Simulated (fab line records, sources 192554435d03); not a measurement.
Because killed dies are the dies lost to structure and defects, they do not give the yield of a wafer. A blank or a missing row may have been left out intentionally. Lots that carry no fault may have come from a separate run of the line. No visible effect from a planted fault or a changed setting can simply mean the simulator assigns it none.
Split-lot study :: flow n5-finfet :: route with 1938 steps; 7 lots, 39 wafers read

== SPLIT DETAILS ==
At N5_DUMMY_GATE_EXPOSE_12 (exposes mask GATE, target cd 25 nm), the setting dose-mj was moved away from the recipe's 34 on 12 of the 39 wafers read, by -2.8% to +7.6%. The other wafers ran this setting at the recipe's value.

== FROM THE SPLIT TO THE READING: what the file shows between them, 2 steps ==
- N5_DUMMY_GATE_PEB_13: peb time 60 s
- N5_DUMMY_GATE_DEVELOP_14: develop time 30 s

== THE READING ==
Shown in nm: cd-nm at N5_DUMMY_GATE_CD_MEAS_15, with target cd 25.8 nm. On this fab line, fault-free wafers typically give 25.00 nm with a standard deviation of 0.24 nm.

wafer: L075.1
tool, chamber at the split: euv-scanner-01, 0
dose-mj as run: 34
against the recipe: recipe
cd-nm, nm: 25.20
against lot-mates on the recipe: -

wafer: L075.2
tool, chamber at the split: euv-scanner-01, 0
dose-mj as run: 34
against the recipe: recipe
cd-nm, nm: 24.46
against lot-mates on the recipe: -

wafer: L075.3
tool, chamber at the split: euv-scanner-01, 0
dose-mj as run: 34
against the recipe: recipe
cd-nm, nm: 24.83
against lot-mates on the recipe: -

wafer: L075.4
tool, chamber at the split: euv-scanner-01, 0
dose-mj as run: 34
against the recipe: recipe
cd-nm, nm: 24.65
against lot-mates on the recipe: -

wafer: L075.5
tool, chamber at the split: euv-scanner-01, 0
dose-mj as run: 34
against the recipe: recipe
cd-nm, nm: 24.39
against lot-mates on the recipe: -

wafer: L075.6
tool, chamber at the split: euv-scanner-01, 0
dose-mj as run: 34
against the recipe: recipe
cd-nm, nm: 24.34
against lot-mates on the recipe: -

wafer: L080.1
tool, chamber at the split: euv-scanner-01, 0
dose-mj as run: 34
against the recipe: recipe
cd-nm, nm: 24.85
against lot-mates on the recipe: -

wafer: L080.2
tool, chamber at the split: euv-scanner-01, 0
dose-mj as run: 35.52
against the recipe: +4.5%
cd-nm, nm: 23.73
against lot-mates on the recipe: -1.20

wafer: L080.3
tool, chamber at the split: euv-scanner-01, 0
dose-mj as run: 35.52
against the recipe: +4.5%
cd-nm, nm: 24.23
against lot-mates on the recipe: -0.70

wafer: L080.4
tool, chamber at the split: euv-scanner-01, 0
dose-mj as run: 34
against the recipe: recipe
cd-nm, nm: 24.83
against lot-mates on the recipe: -

wafer: L080.5
tool, chamber at the split: euv-scanner-01, 0
dose-mj as run: 34
against the recipe: recipe
cd-nm, nm: 25.11
against lot-mates on the recipe: -

wafer: L080.6
tool, chamber at the split: euv-scanner-01, 0
dose-mj as run: 35.52
against the recipe: +4.5%
cd-nm, nm: 24.04
against lot-mates on the recipe: -0.89

wafer: L082.1
tool, chamber at the split: euv-scanner-01, 0
dose-mj as run: 34
against the recipe: recipe
cd-nm, nm: 24.81
against lot-mates on the recipe: -

wafer: L082.5
tool, chamber at the split: euv-scanner-01, 0
dose-mj as run: 34
against the recipe: recipe
cd-nm, nm: 25.36
against lot-mates on the recipe: -

wafer: L082.6
tool, chamber at the split: euv-scanner-01, 0
dose-mj as run: 34
against the recipe: recipe
cd-nm, nm: 24.88
against lot-mates on the recipe: -

wafer: L087.1
tool, chamber at the split: euv-scanner-02, 0
dose-mj as run: 35.77
against the recipe: +5.2%
cd-nm, nm: 23.93
against lot-mates on the recipe: -0.93

wafer: L087.2
tool, chamber at the split: euv-scanner-02, 0
dose-mj as run: 34
against the recipe: recipe
cd-nm, nm: 24.87
against lot-mates on the recipe: -

wafer: L087.3
tool, chamber at the split: euv-scanner-02, 0
dose-mj as run: 34
against the recipe: recipe
cd-nm, nm: 25.08
against lot-mates on the recipe: -

wafer: L087.4
tool, chamber at the split: euv-scanner-02, 0
dose-mj as run: 35.77
against the recipe: +5.2%
cd-nm, nm: 24.07
against lot-mates on the recipe: -0.79

wafer: L087.5
tool, chamber at the split: euv-scanner-02, 0
dose-mj as run: 35.77
against the recipe: +5.2%
cd-nm, nm: 24.34
against lot-mates on the recipe: -0.52

wafer: L087.6
tool, chamber at the split: euv-scanner-02, 0
dose-mj as run: 34
against the recipe: recipe
cd-nm, nm: 24.64
against lot-mates on the recipe: -

wafer: L091.1
tool, chamber at the split: euv-scanner-01, 0
dose-mj as run: 34
against the recipe: recipe
cd-nm, nm: 25.48
against lot-mates on the recipe: -

wafer: L091.2
tool, chamber at the split: euv-scanner-01, 0
dose-mj as run: 34
against the recipe: recipe
cd-nm, nm: 24.67
against lot-mates on the recipe: -

wafer: L091.3
tool, chamber at the split: euv-scanner-01, 0
dose-mj as run: 34
against the recipe: recipe
cd-nm, nm: 25.32
against lot-mates on the recipe: -

wafer: L091.4
tool, chamber at the split: euv-scanner-01, 0
dose-mj as run: 34
against the recipe: recipe
cd-nm, nm: 25.32
against lot-mates on the recipe: -

wafer: L091.5
tool, chamber at the split: euv-scanner-01, 0
dose-mj as run: 34
against the recipe: recipe
cd-nm, nm: 25.07
against lot-mates on the recipe: -

wafer: L091.6
tool, chamber at the split: euv-scanner-01, 0
dose-mj as run: 34
against the recipe: recipe
cd-nm, nm: 25.09
against lot-mates on the recipe: -

wafer: L093.1
tool, chamber at the split: euv-scanner-01, 0
dose-mj as run: 34
against the recipe: recipe
cd-nm, nm: 25.34
against lot-mates on the recipe: -

wafer: L093.2
tool, chamber at the split: euv-scanner-01, 0
dose-mj as run: 34
against the recipe: recipe
cd-nm, nm: 25.09
against lot-mates on the recipe: -

wafer: L093.3
tool, chamber at the split: euv-scanner-01, 0
dose-mj as run: 33.06
against the recipe: -2.8%
cd-nm, nm: 25.18
against lot-mates on the recipe: -0.09

wafer: L093.4
tool, chamber at the split: euv-scanner-01, 0
dose-mj as run: 34
against the recipe: recipe
cd-nm, nm: 25.37
against lot-mates on the recipe: -

wafer: L093.5
tool, chamber at the split: euv-scanner-01, 0
dose-mj as run: 33.06
against the recipe: -2.8%
cd-nm, nm: 25.63
against lot-mates on the recipe: +0.36

wafer: L093.6
tool, chamber at the split: euv-scanner-01, 0
dose-mj as run: 33.06
against the recipe: -2.8%
cd-nm, nm: 25.53
against lot-mates on the recipe: +0.26

wafer: L094.1
tool, chamber at the split: euv-scanner-02, 0
dose-mj as run: 36.6
against the recipe: +7.6%
cd-nm, nm: 23.64
against lot-mates on the recipe: -1.52

wafer: L094.2
tool, chamber at the split: euv-scanner-02, 0
dose-mj as run: 34
against the recipe: recipe
cd-nm, nm: 25.31
against lot-mates on the recipe: -

wafer: L094.3
tool, chamber at the split: euv-scanner-02, 0
dose-mj as run: 34
against the recipe: recipe
cd-nm, nm: 25.20
against lot-mates on the recipe: -

wafer: L094.4
tool, chamber at the split: euv-scanner-02, 0
dose-mj as run: 36.6
against the recipe: +7.6%
cd-nm, nm: 23.62
against lot-mates on the recipe: -1.54

wafer: L094.5
tool, chamber at the split: euv-scanner-02, 0
dose-mj as run: 34
against the recipe: recipe
cd-nm, nm: 24.96
against lot-mates on the recipe: -

wafer: L094.6
tool, chamber at the split: euv-scanner-02, 0
dose-mj as run: 36.6
against the recipe: +7.6%
cd-nm, nm: 23.45
against lot-mates on the recipe: -1.71

THE FIT
A straight line over all 39 wafers: cd-nm changes by -0.184 nm for each +1% of dose-mj; r = -0.87; the points scatter about the line by 0.29 nm.
The same after taking each lot's own level away (the mean of its wafers on the recipe; 39 wafers): -0.178 nm for each +1%; r = -0.90; scatter 0.25 nm.
Per that fit: largest dose-mj move, reading shift of 1.4 nm.
The lots' own levels span 24.645 to 25.267 nm, that is 2.6 times the standard deviation above.
The two slopes agree, so the slope changes little with the lot-to-lot level.
Check: for one of the wafers moved furthest among these (+7.6%), held out of the fit, the line's prediction against its lot-mates is -1.37 nm. It came out at -1.52 nm against them.

== FILE'S OWN FIT ==
cd-nm changes by -0.183 nm for each +1% of dose-mj, r = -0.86.
